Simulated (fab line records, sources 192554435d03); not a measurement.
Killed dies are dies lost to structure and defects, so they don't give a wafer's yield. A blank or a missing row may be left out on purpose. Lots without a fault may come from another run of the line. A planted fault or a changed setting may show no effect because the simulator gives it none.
Which tool did it? | flow n5_finfet | 24 lots, 72 wafers sampled, at 6 steps of a route of 1938

WHAT THE GAUGES READ, wafer by wafer
N5_BEOL_M6_OVL_MEAS_12.
lot  | measured     | on         | M6_OVL (nm)
L075 | day 8 06:12  | overlay-02 | 1.0 1.1 0.0
L074 | day 8 06:52  | overlay-02 | 0.8 -0.7 -0.2
L076 | day 9 02:11  | overlay-02 | 0.3 0.8 -0.5
L077 | day 9 07:32  | overlay-01 | 0.3 0.5 -0.1
L078 | day 9 08:31  | overlay-02 | 0.4 -0.4 0.2
L079 | day 9 14:24  | overlay-01 | -1.3 -1.8 -1.3
L080 | day 9 23:30  | overlay-01 | 0.3 -0.4 -0.5
L081 | day 10 10:30 | overlay-01 | 0.7 -0.8 1.1
L082 | day 10 14:54 | overlay-02 | 0.6 0.8 0.4
L083 | day 10 15:50 | overlay-02 | 0.7 1.4 1.0
L084 | day 10 20:04 | overlay-01 | 0.5 0.2 0.3
L086 | day 11 11:21 | overlay-02 | 0.8 0.4 1.0
L087 | day 11 12:49 | overlay-01 | 0.5 0.5 -1.0
L085 | day 11 16:02 | overlay-02 | 1.9 0.5 1.6
L088 | day 12 23:14 | overlay-02 | 1.0 1.0 1.5
L090 | day 12 23:44 | overlay-02 | 1.4 0.7 0.0
L089 | day 13 01:56 | overlay-01 | 0.6 0.4 0.0
L091 | day 13 04:38 | overlay-01 | 0.7 -0.1 0.4
L093 | day 13 14:43 | overlay-01 | -0.1 0.0 0.4
L092 | day 14 00:46 | overlay-02 | 0.6 0.3 0.8
L094 | day 14 00:52 | overlay-01 | 0.3 -0.1 0.4
L095 | day 14 09:41 | overlay-01 | -0.2 0.2 0.2
L096 | day 14 21:23 | overlay-01 | 0.2 0.6 -1.3
L097 | day 15 06:19 | overlay-02 | -0.9 -1.0 0.5

N5_BEOL_M6_THK_MEAS_53: measures by xrf.
lot  | measured     | on            | M6_THK (nm)
L075 | day 8 11:59  | film_metro-02 | 78.1 79.1 78.8
L074 | day 8 12:31  | film_metro-02 | 77.6 81.2 78.5
L076 | day 9 06:05  | film_metro-02 | 80.4 80.5 82.7
L077 | day 9 15:05  | film_metro-01 | 79.9 87.6 80.4
L078 | day 9 15:22  | film_metro-01 | 88.1 85.7 83.4
L079 | day 9 18:28  | film_metro-02 | 78.5 77.4 81.7
L080 | day 10 04:56 | film_metro-01 | 81.8 77.7 85.3
L081 | day 10 15:16 | film_metro-02 | 86.9 84.9 80.9
L082 | day 10 22:25 | film_metro-01 | 81.9 79.4 83.3
L083 | day 10 21:38 | film_metro-02 | 79.7 78.4 77.3
L084 | day 11 01:02 | film_metro-01 | 84.4 84.6 78.1
L086 | day 11 17:26 | film_metro-01 | 79.3 82.4 79.0
L087 | day 11 23:59 | film_metro-01 | 79.5 78.9 79.4
L085 | day 12 00:09 | film_metro-02 | 89.1 84.6 80.5
L088 | day 13 03:05 | film_metro-02 | 83.3 80.9 91.3
L090 | day 13 03:46 | film_metro-01 | 85.6 78.4 81.6
L089 | day 13 05:56 | film_metro-02 | 85.2 77.2 83.1
L091 | day 13 11:29 | film_metro-01 | 86.9 79.8 82.1
L093 | day 13 18:50 | film_metro-01 | 78.6 80.0 81.7
L092 | day 14 07:29 | film_metro-02 | 83.4 81.5 83.5
L094 | day 14 07:07 | film_metro-02 | 79.0 81.6 82.0
L095 | day 14 19:29 | film_metro-01 | 77.7 77.7 79.3
L096 | day 15 03:49 | film_metro-01 | 81.1 80.3 79.1
L097 | day 15 12:31 | film_metro-01 | 81.2 78.6 75.0

WHICH TOOL RAN EACH LOT (tool, then ch and the chambers of the sampled wafers, then the start)
lot  | N5_BEOL_M6_ETCH_72                 | N5_BEOL_M6_TRENCH_ETCH_37                     | N5_BEOL_M6_DEGAS_44          | N5_BEOL_M6_CMP_52
L075 | rie_diel-04 ch 1,2,3, day 8 09:02  | rie_diel-04 ch 1,2,3, day 8 09:58 or earlier  | pvd_sputter-02, day 8 09:58  | cmp-03 ch 0,1,2, day 8 11:44
L074 | rie_diel-05 ch 1,2, day 8 09:16    | rie_diel-05 ch 1,2, day 8 10:28 or earlier    | pvd_sputter-03, day 8 10:28  | cmp-01 ch 1,2, day 8 12:13
L076 | rie_diel-05 ch 0,1, day 9 03:28    | rie_diel-05 ch 0,1, day 9 04:32 or earlier    | pvd_sputter-03, day 9 04:32  | cmp-03 ch 0,1,2, day 9 05:50
L077 | rie_diel-06 ch 2,3, day 9 12:02    | rie_diel-06 ch 2,3, day 9 13:06 or earlier    | pvd_sputter-03, day 9 13:06  | cmp-03 ch 0,1,3, day 9 14:52
L078 | rie_diel-06 ch 1,3, day 9 12:26    | rie_diel-06 ch 1,3, day 9 13:43 or earlier    | pvd_sputter-01, day 9 13:43  | cmp-04 ch 1,2, day 9 15:05
L079 | rie_diel-04 ch 1,2,3, day 9 15:57  | rie_diel-04 ch 1,2,3, day 9 16:57 or earlier  | pvd_sputter-01, day 9 16:57  | cmp-01 ch 1,2,3, day 9 18:11
L080 | rie_diel-06 ch 1,2, day 10 00:51   | rie_diel-06 ch 1,2, day 10 03:07 or earlier   | pvd_sputter-03, day 10 03:07 | cmp-03 ch 0,2,3, day 10 04:38
L081 | rie_diel-06 ch 1,2,3, day 10 12:01 | rie_diel-06 ch 1,2,3, day 10 13:00 or earlier | pvd_sputter-01, day 10 13:00 | cmp-04 ch 1,2,3, day 10 15:01
L082 | rie_diel-04 ch 1,2,3, day 10 18:39 | rie_diel-04 ch 1,2,3, day 10 19:51 or earlier | pvd_sputter-01, day 10 19:51 | cmp-04 ch 1,2,3, day 10 22:08
L083 | rie_diel-05 ch 1,2,3, day 10 18:11 | rie_diel-05 ch 1,2,3, day 10 19:19 or earlier | pvd_sputter-02, day 10 19:19 | cmp-01 ch 1,2,3, day 10 21:25
L084 | rie_diel-05 ch 0,1,2, day 10 21:42 | rie_diel-05 ch 0,1,2, day 10 22:55 or earlier | pvd_sputter-01, day 10 22:55 | cmp-01 ch 0,2,3, day 11 00:44
L086 | rie_diel-04 ch 0,3, day 11 12:45   | rie_diel-04 ch 0,3, day 11 15:20 or earlier   | pvd_sputter-01, day 11 15:20 | cmp-01 ch 1,2,3, day 11 17:13
L087 | rie_diel-04 ch 0,1, day 11 18:04   | rie_diel-04 ch 0,1, day 11 21:14 or earlier   | pvd_sputter-01, day 11 21:14 | cmp-04 ch 2,3, day 11 23:41
L085 | rie_diel-06 ch 0,1,3, day 11 18:04 | rie_diel-06 ch 0,1,3, day 11 21:22 or earlier | pvd_sputter-03, day 11 21:22 | cmp-03 ch 0,2,3, day 11 23:56
L088 | rie_diel-06 ch 0,1,2, day 13 00:37 | rie_diel-06 ch 0,1,2, day 13 01:35 or earlier | pvd_sputter-01, day 13 01:35 | cmp-01 ch 0,1, day 13 02:47
L090 | rie_diel-04 ch 0,1,3, day 13 01:00 | rie_diel-04 ch 0,1,3, day 13 01:56 or earlier | pvd_sputter-03, day 13 01:56 | cmp-01 ch 1,3, day 13 03:28
L089 | rie_diel-06 ch 2,3, day 13 03:25   | rie_diel-06 ch 2,3, day 13 04:23 or earlier   | pvd_sputter-03, day 13 04:23 | cmp-01 ch 1,2,3, day 13 05:46
L091 | rie_diel-06 ch 0,1,3, day 13 06:31 | rie_diel-06 ch 0,1,3, day 13 07:58 or earlier | pvd_sputter-03, day 13 07:58 | cmp-03 ch 1,2,3, day 13 11:18
L093 | rie_diel-04 ch 0,1,3, day 13 16:01 | rie_diel-04 ch 0,1,3, day 13 17:10 or earlier | pvd_sputter-03, day 13 17:10 | cmp-04 ch 0,2, day 13 18:32
L092 | rie_diel-05 ch 0,1,2, day 14 02:13 | rie_diel-05 ch 0,1,2, day 14 05:31 or earlier | pvd_sputter-02, day 14 05:31 | cmp-01 ch 0,1,2, day 14 07:12
L094 | rie_diel-04 ch 0,3, day 14 02:40   | rie_diel-04 ch 0,3, day 14 05:41 or earlier   | pvd_sputter-02, day 14 05:41 | cmp-04 ch 0,1,3, day 14 06:53
L095 | rie_diel-05 ch 0,1,2, day 14 16:30 | rie_diel-05 ch 0,1,2, day 14 17:43 or earlier | pvd_sputter-01, day 14 17:43 | cmp-03 ch 1,2, day 14 19:14
L096 | rie_diel-04 ch 1,2, day 15 00:17   | rie_diel-04 ch 1,2, day 15 01:34 or earlier   | pvd_sputter-02, day 15 01:34 | cmp-04 ch 1,2, day 15 03:31
L097 | rie_diel-04 ch 1,2,3, day 15 09:22 | rie_diel-04 ch 1,2,3, day 15 10:29 or earlier | pvd_sputter-03, day 15 10:29 | cmp-03 ch 2,3, day 15 12:16
- N5_BEOL_M6_ETCH_72: etches underlayer in N2/H2, target depth 6.5 nm, time 5.2 s.
- N5_BEOL_M6_TRENCH_ETCH_37: etches SiCOH lowk in C4F6/O2, target depth 94.435 nm, time 31.5 s.
- N5_BEOL_M6_DEGAS_44: time 60 s.
- N5_BEOL_M6_CMP_52: polishes, stops on SiCOH lowk, t overpolish 6.9 s, target thk 80 nm.

WHAT THE TOOLS THEMSELVES READ (means of the sampled wafers that have a number; where no wafer has one, the mark that the record gives instead)
N5_BEOL_M6_ETCH_72.
lot  | tool        | drypump_motor_current_A (A) | etch_rf_on_time_s (s) | n2_flow_sccm (sccm) | oes_product_au (a.u.) | rf_vpp_V (V) | showerhead_plenum_p_Torr (Torr) | throttle_valve_pct (%)
L075 | rie_diel-04 | 5.5                         | 5.24                  | 199.9               | 0.67                  | 523          | 2.52                            | 17.64
L074 | rie_diel-05 | 5.4                         | 5.24                  | 199.6               | 0.65                  | 526          | 2.60                            | 17.73
L076 | rie_diel-05 | 5.8                         | 5.18                  | 199.5               | 0.63                  | 521          | 2.42                            | 17.82
L077 | rie_diel-06 | 5.8                         | 5.07                  | 199.7               | 0.65                  | 522          | 2.45                            | 18.06
L078 | rie_diel-06 | 6.3                         | 4.92                  | 200.4               | 0.70                  | 522          | 2.48                            | 17.94
L079 | rie_diel-04 | 5.4                         | 5.30                  | 199.1               | 0.65                  | 523          | 2.51                            | 17.65
L080 | rie_diel-06 | 5.8                         | 5.11                  | 199.9               | 0.59                  | 522          | 2.48                            | 18.22
L081 | rie_diel-06 | 6.0                         | 5.07                  | 200.2               | 0.64                  | 521          | 2.46                            | 18.09
L082 | rie_diel-04 | 5.4                         | 5.33                  | 199.7               | 0.64                  | 523          | 2.51                            | 17.67
L083 | rie_diel-05 | 5.6                         | 5.22                  | 199.9               | 0.71                  | 522          | 2.55                            | 17.85
L084 | rie_diel-05 | 5.6                         | 5.16                  | 200.5               | 0.70                  | 525          | 2.61                            | 17.65
L086 | rie_diel-04 | 5.6                         | 5.23                  | 199.8               | 0.77                  | 527          | 2.64                            | 17.52
L087 | rie_diel-04 | 5.3                         | 5.29                  | 199.7               | 0.65                  | 522          | 2.52                            | 17.55
L085 | rie_diel-06 | 6.4                         | 5.02                  | 200.4               | 0.78                  | 522          | 2.48                            | 17.74
L088 | rie_diel-06 | 6.0                         | 5.13                  | 199.7               | 0.73                  | 521          | 2.46                            | 17.87
L090 | rie_diel-04 | 5.4                         | 5.31                  | 200.5               | 0.69                  | 524          | 2.53                            | 17.52
L089 | rie_diel-06 | 6.2                         | 5.12                  | 200.0               | 0.67                  | 523          | 2.45                            | 17.99
L091 | rie_diel-06 | 6.4                         | 5.02                  | 200.0               | 0.77                  | 521          | 2.47                            | 17.76
L093 | rie_diel-04 | 5.4                         | 5.29                  | 200.3               | 0.68                  | 524          | 2.53                            | 17.52
L092 | rie_diel-05 | 5.6                         | 5.19                  | 200.4               | 0.75                  | 524          | 2.59                            | 17.54
L094 | rie_diel-04 | 5.5                         | 5.18                  | 200.1               | 0.74                  | 526          | 2.63                            | 17.54
L095 | rie_diel-05 | 5.6                         | 5.14                  | 200.1               | 0.74                  | 525          | 2.59                            | 17.54
L096 | rie_diel-04 | 5.4                         | 5.37                  | 199.9               | 0.57                  | 522          | 2.48                            | 17.77
L097 | rie_diel-04 | 5.5                         | 5.28                  | 200.0               | 0.61                  | 523          | 2.49                            | 17.73

N5_BEOL_M6_TRENCH_ETCH_37.
lot  | tool        | drypump_motor_current_A (A) | oes_product_au (a.u.) | rf_vpp_V (V) | showerhead_plenum_p_Torr (Torr) | throttle_valve_pct (%)
L075 | rie_diel-04 | 5.5                         | 0.78                  | 653          | 2.82                            | 20.68
L074 | rie_diel-05 | 5.4                         | 0.76                  | 660          | 2.91                            | 20.83
L076 | rie_diel-05 | 5.8                         | 0.74                  | 670          | 2.73                            | 21.06
L077 | rie_diel-06 | 5.8                         | 0.76                  | 668          | 2.69                            | 20.76
L078 | rie_diel-06 | 6.3                         | 0.80                  | 643          | 2.74                            | 20.78
L079 | rie_diel-04 | 5.5                         | 0.76                  | 654          | 2.81                            | 20.70
L080 | rie_diel-06 | 5.8                         | 0.69                  | 674          | 2.74                            | 21.05
L081 | rie_diel-06 | 6.0                         | 0.74                  | 663          | 2.72                            | 20.87
L082 | rie_diel-04 | 5.5                         | 0.75                  | 654          | 2.80                            | 20.71
L083 | rie_diel-05 | 5.6                         | 0.83                  | 652          | 2.86                            | 20.88
L084 | rie_diel-05 | 5.6                         | 0.82                  | 668          | 2.93                            | 20.83
L086 | rie_diel-04 | 5.5                         | 0.91                  | 661          | 2.97                            | 20.65
L087 | rie_diel-04 | 5.4                         | 0.76                  | 656          | 2.81                            | 20.53
L085 | rie_diel-06 | 6.3                         | 0.92                  | 652          | 2.77                            | 20.77
L088 | rie_diel-06 | 6.0                         | 0.85                  | 670          | 2.74                            | 20.85
L090 | rie_diel-04 | 5.4                         | 0.81                  | 658          | 2.84                            | 20.60
L089 | rie_diel-06 | 6.1                         | 0.77                  | 648          | 2.70                            | 20.73
L091 | rie_diel-06 | 6.4                         | 0.89                  | 651          | 2.76                            | 20.79
L093 | rie_diel-04 | 5.4                         | 0.80                  | 657          | 2.84                            | 20.61
L092 | rie_diel-05 | 5.6                         | 0.88                  | 667          | 2.92                            | 20.74
L094 | rie_diel-04 | 5.5                         | 0.86                  | 662          | 2.96                            | 20.68
L095 | rie_diel-05 | 5.6                         | 0.86                  | 667          | 2.92                            | 20.74
L096 | rie_diel-04 | 5.4                         | 0.67                  | 651          | 2.76                            | 20.69
L097 | rie_diel-04 | 5.4                         | 0.72                  | 652          | 2.79                            | 20.77

N5_BEOL_M6_DEGAS_44.
lot  | tool           | heater_power_w (W) | susceptor_temp_C (C)
L075 | pvd_sputter-02 | 338                | 250.10
L074 | pvd_sputter-03 | 322                | 250.08
L076 | pvd_sputter-03 | 313                | 250.05
L077 | pvd_sputter-03 | 335                | 250.12
L078 | pvd_sputter-01 | 298                | 249.98
L079 | pvd_sputter-01 | 319                | 250.08
L080 | pvd_sputter-03 | 330                | 250.07
L081 | pvd_sputter-01 | 323                | 250.00
L082 | pvd_sputter-01 | 317                | 250.05
L083 | pvd_sputter-02 | 373                | 250.15
L084 | pvd_sputter-01 | 316                | 249.96
L086 | pvd_sputter-01 | 283                | 249.91
L087 | pvd_sputter-01 | 303                | 250.03
L085 | pvd_sputter-03 | 327                | 250.15
L088 | pvd_sputter-01 | 293                | 250.09
L090 | pvd_sputter-03 | 338                | 249.95
L089 | pvd_sputter-03 | 318                | 249.95
L091 | pvd_sputter-03 | 350                | 250.38
L093 | pvd_sputter-03 | 339                | 249.72
L092 | pvd_sputter-02 | 355                | 250.03
L094 | pvd_sputter-02 | 333                | 249.98
L095 | pvd_sputter-01 | 314                | 249.91
L096 | pvd_sputter-02 | 341                | 249.90
L097 | pvd_sputter-03 | 305                | 249.91

N5_BEOL_M6_CMP_52.
lot  | tool   | barrier_field_endpoint_s (s) | motor_current_A (A) | overpolish_run_s (s) | time_to_endpoint_s (s)
L075 | cmp-03 | 28.8                         | 6.1                 | 6.893                | 65
L074 | cmp-01 | 28.6                         | 5.2                 | 6.897                | 61
L076 | cmp-03 | 28.0                         | 6.1                 | 6.905                | 61
L077 | cmp-03 | 29.2                         | 6.3                 | 6.912                | 64
L078 | cmp-04 | 29.9                         | 5.9                 | 6.901                | 68
L079 | cmp-01 | 29.3                         | 5.5                 | 6.903                | 63
L080 | cmp-03 | 28.7                         | 6.4                 | 6.908                | 59
L081 | cmp-04 | 30.3                         | 5.8                 | 6.887                | 71
L082 | cmp-04 | 30.5                         | 6.1                 | 6.897                | 71
L083 | cmp-01 | 28.6                         | 5.3                 | 6.907                | 62
L084 | cmp-01 | 29.4                         | 5.6                 | 6.898                | 65
L086 | cmp-01 | 29.0                         | 5.5                 | 6.896                | 64
L087 | cmp-04 | 30.5                         | 6.1                 | 6.907                | 71
L085 | cmp-03 | 28.6                         | 6.4                 | 6.902                | 63
L088 | cmp-01 | 30.2                         | 5.5                 | 6.911                | 65
L090 | cmp-01 | 29.5                         | 5.3                 | 6.907                | 63
L089 | cmp-01 | 29.6                         | 5.5                 | 6.892                | 62
L091 | cmp-03 | 28.5                         | 6.3                 | 6.894                | 62
L093 | cmp-04 | 29.6                         | 6.1                 | 6.903                | 62
L092 | cmp-01 | 28.9                         | 5.4                 | 6.899                | 65
L094 | cmp-04 | 29.2                         | 6.0                 | 6.902                | 67
L095 | cmp-03 | 27.9                         | 6.3                 | 6.890                | 56
L096 | cmp-04 | 29.8                         | 5.8                 | 6.901                | 66
L097 | cmp-03 | 28.2                         | 6.5                 | 6.895                | 58

THE ANSWER, worked out from the rows above alone
Rule: what is usual is taken from the lots themselves. Put in order of their means at a reading, lots are off if they are a third of the lots or fewer, leave a main group of 4 or more, and stand apart from it by a gap of 3 or more times the standard deviation of the main group's means; of several such gaps the widest counts. A main group whose means are all the same, to the digits that the tables above print for the reading, isn't used. A lot without any number at a reading at which 4 lots or more have one is off too. The other lots that the step has rows for count as sound. The gauges are gone through in route order, then the tools' own readings, and for those a lot's mean is taken as printed above. The first step at which some lot is off is used, and at that step the reading that is off furthest; a lot without a number counts as furthest.
No lot is off at any reading shown: from this, nothing can be told.

WHAT THE SIMULATOR HAD PUT IN
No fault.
